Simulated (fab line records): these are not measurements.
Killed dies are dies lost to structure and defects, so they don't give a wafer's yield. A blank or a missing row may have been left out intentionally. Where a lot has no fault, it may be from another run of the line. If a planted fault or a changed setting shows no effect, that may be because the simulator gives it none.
fab line records ; flow nandHarc
record: lots: 11; wafers: 31; lastDay: 34
route steps=1302 shown P_CONTACT@238 P_M0@266 END@1302
lots untouched by any fault: they come from a run of this same line in which no faults occurred
startH: hours from the record's opening day to when the first of the lot's shown wafers began ; waitH: hours from the lot's prior step to this one ; " repeats the value in the row above ; L1.1+2: a row that stands for several wafers ; - no value present, or no start provided ; * or withheld: withheld ; < > ~ a bound
route shown NAME@n: names a module that has steps shown in the file, with the first one's number in the route ; usual: mean/standard deviation of fault-free wafers ; same: alike in all rows ; chamber/n: place in a boat ; sites: readings site by site ; _std_site: their standard deviation ; _edge_site: mean of outer sites minus mean of inner sites ; radiusMm: how far each site lies from the wafer's centre ; mask NAME#n: copy n ; behind: the most recent tool/chamber to have shaped the wafer ; hold: why the lot went on hold/how many hours it stayed there/how the hold came to an end ; device: names the non-switching transistor (n, p or np) ; end of line: tests of these same wafers at the route's end ; for a step that has no rows: nothing shown but its recipe ; killed: dies lost to structure and defects at the first sort, not the wafer's yield ; map: per-die view of a wafer (x killed, . not killed, _ where there is no die)
set.NAME: the setting as run; set.NAME@STEP: as run at that earlier step ; model.NAME: the simulator's own value behind a step, which no gauge read
one table for each step of the route and one row for each wafer, over a sample of lots
services: a tool's chamber out of use, with start hour (startH, from the record's first day; less than 0 if before it), hours out, and reason
== steps ==
step: NHARC_P_CONTACT_ETCH_18
recipe: targetDepthA: 4810; timeS: 240.5; c4f8FlowSccm: 20; o2FlowSccm: 10; arFlowSccm: withheld; rfW: 600; biasW: 1500; chemistry: C4F8/O2/Ar
usual: oesProductAu: 0.956/0.021; rfVppV: 978/5.3
lot.wafer;tool;chamber;startH;waitH;oesProductAu;rfHoursCounterH;rfVppV
L113.4;rieDiel-02;2;131.64;-;0.974;2.2;977
L113.2;rieDiel-02;3;131.64;-;0.989;2.8;977
L113.1;rieDiel-02;0;131.64;-;0.954;3.0;975
L115.1;rieDiel-01;2;147.00;-;0.976;7.6;972
L115.5;rieDiel-01;3;147.00;-;0.961;-;978
L115.6;rieDiel-01;0;147.00;-;0.957;-;973
L116.3;rieDiel-01;1;159.20;-;0.924;8.0;983
L116.5;rieDiel-01;2;159.20;-;0.918;-;970
L116.6;rieDiel-01;3;159.20;-;0.912;-;976
L117.2;rieDiel-02;0;172.08;-;0.925;4.3;974
L117.1;rieDiel-02;1;172.08;-;0.915;4.4;986
L117.6;rieDiel-02;2;172.08;-;0.923;-;978
L119.4;rieDiel-05;2;181.93;-;0.983;1.9;980
L119.3;rieDiel-05;0;181.93;-;0.965;2.1;987
L119.5;rieDiel-05;1;181.93;-;0.968;-;984
L121.1;rieDiel-05;2;203.37;-;0.982;2.7;979
L121.6;rieDiel-05;2;203.37;-;0.985;-;979
L121.5;rieDiel-05;3;203.37;-;0.965;-;971
L123.2;rieDiel-01;2;233.65;-;1.001;1.2;970
L123.4;rieDiel-01;3;233.65;-;0.964;0.4;978
L123.6;rieDiel-01;0;233.65;-;0.968;-;972
L126.6;rieDiel-01;0;266.48;-;0.948;-;975
L132.2;rieDiel-02;2;311.33;-;0.959;2.4;977
L132.4;rieDiel-02;3;311.33;-;0.976;2.3;977
L132.3;rieDiel-02;1;311.33;-;0.950;2.5;987
L133.2;rieDiel-02;0;323.11;-;0.974;2.9;977
L133.1;rieDiel-02;1;323.11;-;0.967;3.0;986
L133.3;rieDiel-02;3;323.11;-;0.967;2.8;976
L135.4;rieDiel-05;1;350.18;-;0.970;2.5;983
L135.2;rieDiel-05;3;350.18;-;0.974;3.0;969
L135.6;rieDiel-05;0;350.18;-;0.955;-;987
step: NHARC_P_M0_DESCUM_14
recipe: timeS: 3; o2FlowSccm: 200; arFlowSccm: 0; biasPowerW: 0; chemistry: O2
usual: drypumpMotorCurrentA: 5.9/0.56; oesProductAu: 1.000/0.0078; rfVppV: 57.3/0.9; showerheadPlenumPTorr: 1.83/0.063; throttleValvePct: 11.311/0.0089
lot.wafer;tool;chamber;startH;waitH;hold;drypumpMotorCurrentA;oesProductAu;rfHoursCounterH;rfVppV;showerheadPlenumPTorr;throttleValvePct
L113.4;rieDiel-03;1;135.33;0.1;-;6.7;1.000;3;58.7;1.82;11.322
L113.2;rieDiel-03;3;135.33;0.1;-;6.2;0.997;3;57.7;1.92;11.318
L113.1;rieDiel-03;0;135.33;0.1;-;5.1;0.994;1;58.1;1.78;11.323
L115.1;rieDiel-03;0;150.90;0.1;-;5.1;0.997;3;57.7;1.78;11.329
L115.5;rieDiel-03;3;150.90;0.1;-;6.2;0.993;-;56.8;1.92;11.311
L115.6;rieDiel-03;0;150.90;0.1;-;5.1;0.993;-;57.1;1.78;11.299
L116.3;rieDiel-03;0;162.84;0.1;-;5.1;0.995;5;56.1;1.77;11.303
L116.6;rieDiel-03;1;162.84;0.1;-;6.7;1.008;-;58.5;1.82;11.312
L116.5;rieDiel-03;2;162.84;0.1;-;6.0;0.999;-;56.7;1.78;11.321
L117.1;rieDiel-03;1;175.61;0.1;-;6.7;0.987;10;56.1;1.81;11.307
L117.2;rieDiel-03;3;175.61;0.1;-;6.2;0.990;8;57.9;1.92;11.302
L117.6;rieDiel-03;1;175.61;0.1;-;6.7;0.987;-;58.4;1.81;11.280
L119.4;rieDiel-08;2;185.49;0.1;-;5.3;1.002;59;58.3;1.84;11.320
L119.3;rieDiel-08;3;185.49;0.1;-;5.2;1.000;59;57.8;1.94;11.308
L119.5;rieDiel-08;3;185.49;0.1;-;5.2;1.013;-;57.3;1.94;11.311
L121.1;rieDiel-03;3;207.06;0.1;-;6.2;0.997;13;57.1;1.92;11.321
L121.5;rieDiel-03;3;207.06;0.1;-;6.2;0.996;-;58.1;1.92;11.309
L121.6;rieDiel-03;0;207.06;0.1;-;5.1;1.000;-;56.9;1.77;11.307
L123.2;rieDiel-03;0;237.22;0.1;-;5.1;1.004;17;56.7;1.77;11.322
L123.4;rieDiel-03;1;237.22;0.1;-;6.6;0.999;20;57.5;1.81;11.320
L123.6;rieDiel-03;0;237.22;0.1;-;5.1;0.996;-;54.8;1.77;11.320
L126.6;rieDiel-03;3;273.47;3.3;awaitDispo/3.2h/release;6.2;1.009;-;57.6;1.91;11.304
L132.3;rieDiel-03;2;315.02;0.1;-;6.0;1.014;4;57.3;1.78;11.309
L132.2;rieDiel-03;3;315.02;0.1;-;6.2;1.018;5;56.9;1.91;11.315
L132.4;rieDiel-03;1;315.02;0.1;-;6.7;1.007;4;57.6;1.81;11.301
L133.3;rieDiel-03;1;327.36;0.1;-;6.7;1.001;7;57.3;1.81;11.301
L133.2;rieDiel-03;3;327.36;0.1;-;6.2;1.006;6;57.9;1.91;11.311
L133.1;rieDiel-03;0;327.36;0.1;-;5.1;0.992;7;57.9;1.77;11.320
L135.2;rieDiel-03;3;353.74;0.1;-;6.2;1.015;13;56.6;1.91;11.317
L135.6;rieDiel-03;2;353.74;0.1;-;6.0;0.996;-;58.7;1.77;11.317
L135.4;rieDiel-03;3;353.74;0.1;-;6.2;0.999;-;58.9;1.91;11.319
step: NHARC_P_M0_ETCH_34
recipe: targetDepthA: 400; overetchA: 120; timeS: 43.94; ionEnergyEv: 200; n2FlowSccm: 150; h2FlowSccm: 150; arFlowSccm: 0; rfW: 400; biasW: 150; chemistry: N2/H2
usual: drypumpMotorCurrentA: 6.0/0.56; oesProductAu: 1.001/0.0085; rfVppV: 427.8/2.2; showerheadPlenumPTorr: 1.94/0.071; throttleValvePct: 14.170/0.0097
lot.wafer;tool;chamber;startH;waitH;drypumpMotorCurrentA;oesProductAu;rfHoursCounterH;rfVppV;showerheadPlenumPTorr;throttleValvePct
L113.1;rieDiel-03;3;135.43;0.1;6.2;0.995;3;430.9;2.05;14.182
L113.2;rieDiel-03;0;135.43;0.1;5.1;1.000;1;425.6;1.89;14.184
L113.4;rieDiel-03;1;135.43;0.1;6.7;0.988;3;429.3;1.93;14.179
L115.1;rieDiel-03;2;151.00;0.1;6.1;0.988;5;426.9;1.90;14.151
L115.5;rieDiel-03;3;151.00;0.1;6.2;0.998;-;431.8;2.05;14.169
L115.6;rieDiel-03;0;151.00;0.1;5.1;0.993;-;427.1;1.89;14.160
L116.3;rieDiel-03;2;162.92;0.1;6.0;0.992;6;427.2;1.90;14.155
L116.6;rieDiel-03;3;162.92;0.1;6.2;0.995;-;431.9;2.05;14.178
L116.5;rieDiel-03;0;162.92;0.1;5.1;1.007;-;426.1;1.89;14.163
L117.2;rieDiel-03;2;175.70;0.1;6.0;0.998;9;425.5;1.90;14.156
L117.1;rieDiel-03;3;175.70;0.1;6.2;1.001;8;430.9;2.05;14.169
L117.6;rieDiel-03;0;175.70;0.1;5.1;1.001;-;424.6;1.89;14.202
L119.3;rieDiel-08;1;185.58;0.1;6.0;0.986;39;426.9;1.89;14.176
L119.4;rieDiel-08;2;185.58;0.1;5.3;0.994;59;428.4;1.96;14.172
L119.5;rieDiel-08;1;185.58;0.1;6.0;0.981;-;425.6;1.89;14.154
L121.1;rieDiel-03;2;207.14;0.1;6.1;1.001;14;426.5;1.89;14.167
L121.6;rieDiel-03;2;207.14;0.1;6.0;1.006;-;426.9;1.89;14.173
L121.5;rieDiel-03;3;207.14;0.1;6.2;1.007;-;431.3;2.04;14.178
L123.4;rieDiel-03;1;237.29;0.1;6.7;1.000;20;428.3;1.93;14.173
L123.2;rieDiel-03;3;237.29;0.1;6.2;1.005;17;429.7;2.04;14.169
L123.6;rieDiel-03;2;237.29;0.1;6.0;1.007;-;427.3;1.89;14.152
L126.6;rieDiel-03;2;273.55;0.1;6.0;1.000;-;425.8;1.89;14.168
L132.2;rieDiel-03;2;315.10;0.1;6.0;1.010;5;428.1;1.89;14.164
L132.4;rieDiel-03;3;315.10;0.1;6.2;1.010;5;431.1;2.04;14.167
L132.3;rieDiel-03;1;315.10;0.1;6.7;1.007;4;427.7;1.92;14.191
L133.2;rieDiel-03;0;327.44;0.1;5.1;0.999;7;427.1;1.88;14.177
L133.3;rieDiel-03;2;327.44;0.1;6.0;1.016;6;425.9;1.89;14.170
L133.1;rieDiel-03;3;327.44;0.1;6.2;1.016;6;429.6;2.04;14.164
L135.2;rieDiel-03;2;353.83;0.1;6.0;1.008;13;427.2;1.89;14.160
L135.4;rieDiel-03;3;353.83;0.1;6.2;1.011;-;431.1;2.04;14.176
L135.6;rieDiel-03;0;353.83;0.1;5.1;1.004;-;425.7;1.88;14.183
step: NHARC_P_M0_STRIP_18
recipe: powerW: 1000; n2FlowSccm: 150; h2FlowSccm: 150; arFlowSccm: 0; biasW: 0; chemistry: N2/H2
usual: drypumpMotorCurrentA: 5.9/0.57; oesProductAu: 1.001/0.0081; rfVppV: 90.2/0.93; showerheadPlenumPTorr: 1.94/0.067; throttleValvePct: 14.171/0.0087
lot.wafer;tool;chamber;startH;waitH;drypumpMotorCurrentA;oesProductAu;rfHoursCounterH;rfVppV;showerheadPlenumPTorr;throttleValvePct
L113.4;rieDiel-03;1;135.71;0.1;6.7;0.991;3;90.9;1.93;14.181
L113.2;rieDiel-03;2;135.71;0.1;6.0;0.994;3;90.2;1.90;14.171
L113.1;rieDiel-03;3;135.71;0.1;6.2;0.999;3;89.7;2.05;14.182
L115.1;rieDiel-03;3;151.29;0.1;6.2;1.010;4;92.5;2.05;14.171
L115.5;rieDiel-03;2;151.29;0.1;6.1;1.002;-;88.8;1.90;14.188
L115.6;rieDiel-03;3;151.29;0.1;6.2;1.007;-;91.6;2.05;14.162
L116.3;rieDiel-03;2;163.24;0.1;6.0;1.002;6;91.9;1.90;14.168
L116.5;rieDiel-03;0;163.24;0.1;5.1;1.005;-;90.5;1.89;14.170
L116.6;rieDiel-03;1;163.24;0.1;6.7;0.996;-;91.2;1.93;14.169
L117.1;rieDiel-08;1;175.98;0.1;6.0;1.000;34;90.8;1.90;14.167
L117.2;rieDiel-08;3;175.98;0.1;5.2;0.994;56;90.0;2.07;14.179
L117.6;rieDiel-08;1;175.98;0.1;6.0;1.001;-;90.5;1.90;14.174
L119.4;rieDiel-08;0;185.90;0.1;5.4;0.989;57;90.9;1.95;14.170
L119.3;rieDiel-08;2;185.90;0.1;5.2;0.998;59;91.4;1.96;14.182
L119.5;rieDiel-08;1;185.90;0.1;6.0;0.990;-;90.9;1.89;14.168
L121.1;rieDiel-03;3;207.48;0.1;6.2;1.000;13;90.2;2.04;14.163
L121.5;rieDiel-03;1;207.48;0.1;6.7;0.997;-;89.9;1.93;14.176
L121.6;rieDiel-03;2;207.48;0.1;6.0;1.014;-;89.6;1.89;14.183
L123.4;rieDiel-04;3;237.58;0.1;5.9;0.992;17;89.3;1.89;14.172
L123.2;rieDiel-04;1;237.58;0.1;4.9;1.007;21;92.0;2.21;14.180
L123.6;rieDiel-04;0;237.58;0.1;5.7;1.008;-;90.0;2.00;14.164
L126.6;rieDiel-03;3;273.93;0.2;6.2;1.004;-;89.9;2.04;14.163
L132.3;rieDiel-03;1;315.39;0.1;6.6;0.992;4;89.8;1.92;14.167
L132.4;rieDiel-03;3;315.39;0.1;6.2;1.005;5;91.0;2.04;14.179
L132.2;rieDiel-03;0;315.39;0.1;5.1;1.007;5;90.5;1.88;14.166
L133.2;rieDiel-03;0;327.73;0.1;5.1;1.006;7;90.5;1.88;14.178
L133.1;rieDiel-03;1;327.73;0.1;6.6;0.995;7;91.1;1.92;14.170
L133.3;rieDiel-03;3;327.73;0.1;6.2;1.005;6;91.1;2.04;14.176
L135.2;rieDiel-03;3;354.13;0.1;6.2;1.007;13;89.7;2.04;14.171
L135.6;rieDiel-03;0;354.13;0.1;5.1;1.008;-;89.7;1.88;14.178
L135.4;rieDiel-03;2;354.13;0.1;6.1;1.008;-;89.2;1.89;14.180
step: NHARC_P_M0_PVD_20
recipe: targetThkA: 50; biasV: 168.6; powerW: 15000; chamberPressurePa: 0.12; timeS: 8.06; substrateTempC: 50; material: TaN
usual: cathodeDcPowerW: 15000/2.8; throttleValvePct: 30.2/1.1
lot.wafer;tool;chamber;startH;waitH;cathodeDcPowerW;throttleValvePct
L113.2;pvdSputter-01;-;-;-;15000;29.9
L113.1;pvdSputter-01;-;-;-;14997;28.7
L113.4;pvdSputter-01;-;-;-;14996;31.0
L115.1;pvdSputter-02;-;-;-;14998;28.7
L115.6;pvdSputter-02;-;-;-;14999;31.9
L115.5;pvdSputter-02;-;-;-;14999;31.5
L116.3;pvdSputter-01;-;-;-;14995;30.7
L116.6;pvdSputter-01;-;-;-;15000;28.7
L116.5;pvdSputter-01;-;-;-;15000;30.7
L117.2;pvdSputter-02;-;-;-;15001;31.5
L117.1;pvdSputter-02;-;-;-;14999;28.7
L117.6;pvdSputter-02;-;-;-;14995;31.3
L119.4;pvdSputter-03;-;-;-;15001;29.2
L119.3;pvdSputter-03;-;-;-;15001;29.0
L119.5;pvdSputter-03;-;-;-;15000;28.7
L121.1;pvdSputter-02;-;-;-;14994;31.9
L121.5;pvdSputter-02;-;-;-;14998;31.2
L121.6;pvdSputter-02;-;-;-;14998;28.8
L123.2;pvdSputter-03;-;-;-;15003;28.9
L123.4;pvdSputter-03;-;-;-;15000;29.5
L123.6;pvdSputter-03;-;-;-;15004;28.4
L126.6;pvdSputter-02;-;-;-;15001;31.3
L132.3;pvdSputter-02;-;-;-;14997;31.9
L132.2;pvdSputter-02;-;-;-;15001;31.5
L132.4;pvdSputter-02;-;-;-;15002;30.0
L133.1;pvdSputter-03;-;-;-;15001;30.5
L133.3;pvdSputter-03;-;-;-;15001;29.5
L133.2;pvdSputter-03;-;-;-;14999;28.9
L135.2;pvdSputter-01;-;-;-;15000;31.1
L135.4;pvdSputter-01;-;-;-;14993;30.9
L135.6;pvdSputter-01;-;-;-;15002;31.2
step: NHARC_END_SORT_01
recipe: tempC: 25
usual: killedAtArray: 54/23; killedAtOther: 1.2/1.5; killedAtPeriphery: 3.9/2.5; killedDies: 59/23; killedOpen: 3.2/1.7; killedShort: 2.4/1.6
same: grossDies: 677
lot.wafer;tool;chamber;startH;waitH;killedAtArray;killedAtOther;killedAtPeriphery;killedDies;killedOpen;killedShort
L126.6;prober-02;0;717.91;4.1;26;0;66;92;5;1
killed by level:class
L126.6 P_CONTACT:unspecified=62 A_CHANNEL_HOLE_D1:chamberFilmFlake=11 P_GATE:chamberFilmFlake=3 A_DECK1_JOINT:chamberFilmFlake=3 A_STAIRCASE:chamberFilmFlake=2 P_M2:geometricParticle:open=1 A_SOURCE_PLATE:geometricParticle:open=1 A_ONON_D1:geometricParticle:open=1
== services ==
tool;chamber;startH;hours;kind
pvdSputter-02;-;108.52;10.0;pm
rieDiel-03;0;108.71;8.9;repair
rieDiel-01;2;119.88;3.0;repair
rieDiel-02;-;133.96;1.0;repair
rieDiel-08;1;137.76;34.3;repair
rieDiel-02;2;138.95;15.7;repair
rieDiel-03;-;143.11;1.5;repair
rieDiel-03;2;154.45;4.2;repair
rieDiel-02;2;179.81;6.3;repair
rieDiel-02;0;187.40;1.6;repair
rieDiel-08;-;190.83;9.0;pm
rieDiel-01;-;203.80;9.0;pm
rieDiel-01;3;214.29;14.6;repair
rieDiel-02;-;216.74;9.0;pm
rieDiel-08;1;225.35;11.8;repair
rieDiel-08;-;249.54;1.5;repair
rieDiel-03;1;275.27;12.2;repair
rieDiel-03;-;281.52;9.0;pm
pvdSputter-02;-;286.53;10.0;pm
rieDiel-08;-;312.94;8.9;repair
rieDiel-02;2;321.45;8.6;repair
rieDiel-08;1;333.82;3.3;repair
rieDiel-02;3;344.23;2.7;repair
rieDiel-03;1;352.49;20.1;repair
== key ==
firstSign: step: NHARC_END_SORT_01; reading: killedAtPeriphery; direction: up; sigmas: 25; usual: 3.9; struck: 66
moreKillsBornAt: NHARC_P_CONTACT_ETCH_18@rieDiel-01: 62
metAt NHARC_P_CONTACT_ETCH_18
struckLots L126
struckWafers L126.6
testerLeftOut L126
notActingAt NHARC_P_M0_ETCH_34,NHARC_P_M0_STRIP_18,NHARC_P_M0_PVD_20
onsetBetween 233.65 266.48
fault: kind: chamberParticleSource; tool: rieDiel-01; chamber: 0; onsetH: 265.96; steps: NHARC_P_CONTACT_ETCH_18; ratePerVisitCm2: 0.44611; endH: 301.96
testerLeftOut: of these lots the tester's yield and bins aren't shown, on N5 and GAA mostly nor the transistor test; their killed dies are dies lost to structure and defects alone, not to doping, threshold or leakage, so they don't give the yield
